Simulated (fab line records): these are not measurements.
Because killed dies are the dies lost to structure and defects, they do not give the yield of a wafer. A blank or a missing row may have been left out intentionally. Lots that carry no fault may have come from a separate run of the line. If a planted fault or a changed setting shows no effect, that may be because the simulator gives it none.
Split-lot experiment :: flow n5 finfet :: 21 wafers read across 7 lots, on a route 1938 steps long

## ON THE SPLIT
At N5_BEOL_M9_EXPOSE_08 (exposes mask M9), the setting dose mj was moved away from the recipe's 53.75 on 6 of the 21 wafers read, by -7.5% to +4.1%. All remaining wafers had this setting at the recipe value.

## FROM THE SPLIT TO THE READING: what the file shows between them, 15 steps
- N5_BEOL_M9_PEB_09: peb time 60 s
- N5_BEOL_M9_DEVELOP_10: develop time 30 s
- N5_BEOL_M9_CD_MEAS_11: target cd 64.1 nm
- N5_BEOL_M9_DESCUM_16: chemistry O2, time 7.9 s
- N5_BEOL_M9_ETCH_61: etches SiARC in CF4, target depth 39 nm, time 65 s
- N5_BEOL_M9_ETCH_62: etches SOC in N2/H2, target depth 110 nm, overetch 22 nm, time 165 s (also split here: source w)
- N5_BEOL_M9_STRIP_68: strips in N2/H2
- N5_BEOL_M9_STRIP_67: strips in CF4
- N5_BEOL_M9_HM_OPEN_17: chemistry Cl2/BCl3, target TiN, target depth 20 nm, overetch 6 nm
- N5_BEOL_M9_STRIP_19: strips in O2
- N5_BEOL_M9_CD_MEAS_18: pitch 140 nm, target cd 70 nm
- N5_BEOL_M9_COAT_63: time 60 s, resist thk 60 nm
- N5_BEOL_M9_COAT_64: time 60 s, resist thk 12 nm
- N5_BEOL_M9_PRECLEAN_42: cleans in residue remover, time 60 s
- N5_BEOL_M9_SRD_43: time 30 s

## THE READING
cd nm, in nm, at N5_BEOL_M9_CD_MEAS_35 (target cd 70 nm, target cd y 40 nm). On this fab line, fault-free wafers typically give 69.5 nm with a standard deviation of 0.61 nm.

wafer: L079.3
tool, chamber at the split: arfi scanner-01, 0
dose mj as run: 53.75
against the recipe: recipe
cd nm, nm: 69.4
against lot-mates on the recipe: -

wafer: L079.5
tool, chamber at the split: arfi scanner-01, 0
dose mj as run: 53.75
against the recipe: recipe
cd nm, nm: 69.9
against lot-mates on the recipe: -

wafer: L079.6
tool, chamber at the split: arfi scanner-01, 0
dose mj as run: 53.75
against the recipe: recipe
cd nm, nm: 69.0
against lot-mates on the recipe: -

wafer: L080.1
tool, chamber at the split: arfi scanner-03, 0
dose mj as run: 53.75
against the recipe: recipe
cd nm, nm: 70.5
against lot-mates on the recipe: -

wafer: L080.5
tool, chamber at the split: arfi scanner-03, 0
dose mj as run: 53.75
against the recipe: recipe
cd nm, nm: 69.2
against lot-mates on the recipe: -

wafer: L080.6
tool, chamber at the split: arfi scanner-03, 0
dose mj as run: 53.75
against the recipe: recipe
cd nm, nm: 69.2
against lot-mates on the recipe: -

wafer: L087.1
tool, chamber at the split: arfi scanner-03, 0
dose mj as run: 50.48
against the recipe: -6.1%
cd nm, nm: 67.1
against lot-mates on the recipe: -3.1

wafer: L087.4
tool, chamber at the split: arfi scanner-03, 0
dose mj as run: 53.75
against the recipe: recipe
cd nm, nm: 69.9
against lot-mates on the recipe: -

wafer: L087.5
tool, chamber at the split: arfi scanner-03, 0
dose mj as run: 53.75
against the recipe: recipe
cd nm, nm: 70.4
against lot-mates on the recipe: -

wafer: L086.1
tool, chamber at the split: arfi scanner-03, 0
dose mj as run: 53.75
against the recipe: recipe
cd nm, nm: 68.8
against lot-mates on the recipe: -

wafer: L086.2
tool, chamber at the split: arfi scanner-03, 0
dose mj as run: 53.75
against the recipe: recipe
cd nm, nm: 69.7
against lot-mates on the recipe: -

wafer: L086.3
tool, chamber at the split: arfi scanner-03, 0
dose mj as run: 53.75
against the recipe: recipe
cd nm, nm: 69.8
against lot-mates on the recipe: -

wafer: L088.1
tool, chamber at the split: arfi scanner-02, 0
dose mj as run: 53.75
against the recipe: recipe
cd nm, nm: 71.0
against lot-mates on the recipe: -

wafer: L088.3
tool, chamber at the split: arfi scanner-02, 0
dose mj as run: 55.65
against the recipe: +3.5%
cd nm, nm: 71.3
against lot-mates on the recipe: +0.3

wafer: L088.6
tool, chamber at the split: arfi scanner-02, 0
dose mj as run: 55.65
against the recipe: +3.5%
cd nm, nm: 72.0
against lot-mates on the recipe: +1.0

wafer: L089.2
tool, chamber at the split: arfi scanner-02, 0
dose mj as run: 49.74
against the recipe: -7.5%
cd nm, nm: 65.9
against lot-mates on the recipe: -3.1

wafer: L089.4
tool, chamber at the split: arfi scanner-02, 0
dose mj as run: 53.75
against the recipe: recipe
cd nm, nm: 68.4
against lot-mates on the recipe: -

wafer: L089.6
tool, chamber at the split: arfi scanner-02, 0
dose mj as run: 53.75
against the recipe: recipe
cd nm, nm: 69.6
against lot-mates on the recipe: -

wafer: L093.4
tool, chamber at the split: arfi scanner-01, 0
dose mj as run: 55.94
against the recipe: +4.1%
cd nm, nm: 71.3
against lot-mates on the recipe: +1.4

wafer: L093.5
tool, chamber at the split: arfi scanner-01, 0
dose mj as run: 53.75
against the recipe: recipe
cd nm, nm: 69.9
against lot-mates on the recipe: -

wafer: L093.6
tool, chamber at the split: arfi scanner-01, 0
dose mj as run: 55.94
against the recipe: +4.1%
cd nm, nm: 71.9
against lot-mates on the recipe: +2.0

THE FIT
A straight line over all 21 wafers: cd nm changes by +0.487 nm for each +1% of dose mj; r = +0.91; the points scatter about the line by 0.62 nm.
The same after taking each lot's own level away (the mean of its wafers on the recipe; 21 wafers): +0.4 nm for each +1%; r = +0.91; scatter 0.5 nm.
On that fit, the largest move of dose mj shifts the reading by 3 nm.
The lots' own levels span 69.00 to 71.00 nm, that is 3.3 times the standard deviation above.
Hence the slope depends on the lot-to-lot level, as the two fits are not the same.
Check: with one of the wafers moved furthest among these (-7.5%) left out of the fit, the line predicts -3.07 nm for it against its lot-mates. Against them it came out at -3.1 nm.

## ADDITIONAL SPLITS CARRIED BY THESE WAFERS
Other splits were also applied to these wafers ahead of the reading. Each is held against what the fit with the lots' levels taken away leaves over:
other split on the same wafers: N5_BEOL_M6_COAT_22 spin rpm
wafers away from the commonest value: 5
r with cd nm (lot level and that fit taken away): +0.51

other split on the same wafers: N5_BEOL_M7_COAT_05 spin rpm
wafers away from the commonest value: 7
r with cd nm (lot level and that fit taken away): +0.26

other split on the same wafers: N5_BEOL_M8_ILD_DEP_00 time s
wafers away from the commonest value: 7
r with cd nm (lot level and that fit taken away): -0.58

other split on the same wafers: N5_BEOL_M8_DEP_56 time s
wafers away from the commonest value: 5
r with cd nm (lot level and that fit taken away): +0.17

other split on the same wafers: N5_BEOL_M9_COAT_60 spin rpm
wafers away from the commonest value: 9
r with cd nm (lot level and that fit taken away): +0.19

other split on the same wafers: N5_BEOL_M9_ETCH_62 source w
wafers away from the commonest value: 6
r with cd nm (lot level and that fit taken away): -0.28

## THE WHOLE CHAIN: every reading that the file lists as answering this split, in the file's order
step: N5_BEOL_M9_CD_MEAS_11
what it does: target cd 64.1 nm
reading: cd nm
change (the file's fit): +0.5 nm for each +1% of the setting
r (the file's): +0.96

step: N5_BEOL_M9_ETCH_61
what it does: etches SiARC in CF4, target depth 39 nm, time 65 s
reading: BEOL_M9.cd offset nm (the simulator's own value, which no gauge read)
change (the file's fit): +0.483 nm for each +1% of the setting
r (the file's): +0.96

step: N5_BEOL_M9_ETCH_62
what it does: etches SOC in N2/H2, target depth 110 nm, overetch 22 nm, time 165 s
reading: BEOL_M9.cd offset nm (the simulator's own value, which no gauge read)
change (the file's fit): +0.432 nm for each +1% of the setting
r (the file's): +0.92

step: N5_BEOL_M9_HM_OPEN_17
what it does: chemistry Cl2/BCl3, target TiN, target depth 20 nm, overetch 6 nm
reading: BEOL_M9.cd offset nm (the simulator's own value, which no gauge read)
change (the file's fit): +0.438 nm for each +1% of the setting
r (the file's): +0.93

step: N5_BEOL_M9_CD_MEAS_18
what it does: pitch 140 nm, target cd 70 nm
reading: cd nm
change (the file's fit): +0.415 nm for each +1% of the setting
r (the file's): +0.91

step: N5_BEOL_M9_CD_MEAS_35
what it does: target cd 70 nm, target cd y 40 nm
reading: cd nm
change (the file's fit): +0.423 nm for each +1% of the setting
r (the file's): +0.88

## FILE'S OWN FIT
cd nm changes by +0.423 nm for each +1% of dose mj, r = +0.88.
